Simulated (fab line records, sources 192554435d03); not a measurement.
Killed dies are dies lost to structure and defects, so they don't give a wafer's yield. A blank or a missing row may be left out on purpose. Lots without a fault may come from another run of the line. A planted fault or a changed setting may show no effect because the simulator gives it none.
A struck lot beside a sound one | flow n5_finfet | 26 steps out of a route of 1938
Sound: wafers L330.1, L330.2, L330.3. Struck: wafers L341.3, L341.5, L341.6. The cause comes at the end.
At each step with rows: each side's tool, then ch and its chambers, then its first start. Under that, the readings that differ: sound wafers | struck wafers | difference of the means | sigmas: that difference in standard deviations of wafers without a fault.
alike: readings whose means differ by less than 2 such deviations, and words and numbers that are the same on both sides. not compared: withheld readings, readings that some wafer has no value for, bounds like >300 that may hide the same value, and numbers for which the record gives no deviation and whose values overlap.
The two part at a step that has a row with sigmas, a row that says differs or no value, or rows on one side only. Numbers that don't overlap but have no deviation are shown without sigmas and don't part them. A reading that every wafer of one side lacks parts them only if that side has two wafers or more.

first, 1 step without rows for these wafers: N5_DUMMY_GATE_SRD_01 (time 30 s).
N5_DUMMY_GATE_ALD_02: deposits SiO2, target thk 2 nm, pulse time 1 s.
  sound on ald_sin-03 ch 1,2,3, day 3 07:45; struck on ald_sin-04 ch 0,1,2, day 5 23:58
  alike: heater_power_w, precursor_pulse_height_rel
then, 3 steps without rows for these wafers: N5_DUMMY_GATE_CVD_03 (deposits a-Si from SiH4, target thk 150 nm, time 8042 s); N5_DUMMY_GATE_PRECLEAN_46 (cleans in DIW, time 89.5 s); N5_DUMMY_GATE_SRD_47 (dry time 32 s).
N5_DUMMY_GATE_CMP_04: polishes a-Si.
  sound on cmp-03 ch 1,2,3, day 3 13:25; struck on cmp-04 ch 0,2,3, day 6 04:47
  reading             | sound       | struck         | difference | sigmas
  motor_current_A (A) | 8.9 8.8 9.7 | 10.2 10.1 11.9 | +1.6       | +2
  alike: retaining_ring_pressure_frac, time_to_endpoint_s
N5_DUMMY_GATE_THK_MEAS_05:
  sound on film_metro-01, day 3 13:40; struck on film_metro-01, day 6 04:56
  alike: thk_nm
then, 5 steps without rows for these wafers: N5_DUMMY_GATE_HM_DEP_06 (deposits SiNx from DCS/NH3, target thk 80 nm, time 5141 s); N5_DUMMY_GATE_PECVD_30 (deposits SiO2 from TEOS/O2, target thk 55 nm, time 10.8 s); N5_DUMMY_GATE_COAT_34 (time 60 s, resist thk 60 nm); N5_DUMMY_GATE_COAT_35 (time 60 s, resist thk 10 nm); N5_DUMMY_GATE_COAT_28 (time 60 s, resist thk 10 nm).
N5_DUMMY_GATE_COAT_09: resist thk 30 nm.
  sound on litho_track-03 ch 0, day 3 17:43; struck on litho_track-05 ch 0, day 6 08:58
  reading                                         | sound                | struck               | difference | sigmas
  spin_speed_rpm (rpm)                            | 1501.1 1500.7 1501.4 | 1585.3 1584.5 1585.1 | +83.9      | +76
  model.CAR-EUV_of_DUMMY_GATE_COAT_09.thk_nm (nm) | 30 30 30.2           | 29.2 29.2 29.2       | -0.9       |
  alike: resist_line_temp_C
then, 5 steps without rows for these wafers: N5_DUMMY_GATE_EBR_11; N5_DUMMY_GATE_SOFTBAKE_10 (time 60 s); N5_DUMMY_GATE_EXPOSE_12 (exposes mask GATE, target cd 25 nm); N5_DUMMY_GATE_PEB_13 (peb time 60 s); N5_DUMMY_GATE_DEVELOP_14 (develop time 30 s).
N5_DUMMY_GATE_CD_MEAS_15: target cd 25.8 nm.
  sound on cd_sem-02 ch 0, day 3 18:05; struck on cd_sem-02 ch 0, day 6 09:13
  alike: cd_nm
N5_DUMMY_GATE_OVL_MEAS_16:
  sound on overlay-01 ch 0, day 3 18:08; struck on overlay-02 ch 0, day 6 09:16
  alike: GATE_OVL
N5_DUMMY_GATE_INSPECT_17: inspects for defects (brightfield).
  sound on defect_inspect-02, day 3 18:11; struck on defect_inspect-01, day 6 09:19
  alike: raw_defect_count
N5_DUMMY_GATE_DESCUM_20: chemistry O2, time 6.2 s.
  sound on rie_diel-04 ch 0,2,3, day 3 18:14; struck on rie_diel-01 ch 0,2,3, day 6 09:21
  alike: bias_power_w, drypump_motor_current_A, oes_product_au, rf_vpp_V, showerhead_plenum_p_Torr, throttle_valve_pct
  not compared: rf_hours_counter_h
N5_DUMMY_GATE_ETCH_29: etches underlayer in N2/H2, target depth 13 nm.
  sound on rie_diel-04 ch 0,2,3, day 3 18:17; struck on rie_diel-01 ch 0,2,3, day 6 09:25
  alike: bias_w, drypump_motor_current_A, n2_flow_sccm, oes_product_au, rf_vpp_V, showerhead_plenum_p_Torr, throttle_valve_pct
  not compared: rf_hours_counter_h
N5_DUMMY_GATE_ETCH_36: etches SiARC in CF4, target depth 13 nm.
  sound on rie_diel-04 ch 0,2,3, day 3 18:20; struck on rie_diel-01 ch 0,2,3, day 6 09:27
  alike: bias_w, cf4_flow_sccm, drypump_motor_current_A, oes_product_au, rf_vpp_V, showerhead_plenum_p_Torr, throttle_valve_pct
  not compared: rf_hours_counter_h, model.CAR-EUV_of_DUMMY_GATE_COAT_09.thk_nm
N5_DUMMY_GATE_ETCH_37: etches SOC in N2/H2, target depth 60 nm, overetch 30 nm.
  sound on rie_diel-04 ch 0,2,3, day 3 18:22; struck on rie_diel-01 ch 0,2,3, day 6 09:29
  alike: bias_w, drypump_motor_current_A, n2_flow_sccm, oes_product_au, rf_vpp_V, showerhead_plenum_p_Torr, throttle_valve_pct
  not compared: rf_hours_counter_h
-- the record jumps here: 12 days lie between the struck wafers' starts before and after (it left off in module DUMMY_GATE and takes up again in module PASSIVATION, whose first step shown is number 1936 of the route) --
N5_PASSIVATION_PROBE_49:
  the record has rows for the struck wafers here (prober-01, day 18 08:53) and none for the sound ones

WHERE THEY PART
First at N5_DUMMY_GATE_CMP_04; last, within this record, at N5_PASSIVATION_PROBE_49.

WHY: what the simulator had put in
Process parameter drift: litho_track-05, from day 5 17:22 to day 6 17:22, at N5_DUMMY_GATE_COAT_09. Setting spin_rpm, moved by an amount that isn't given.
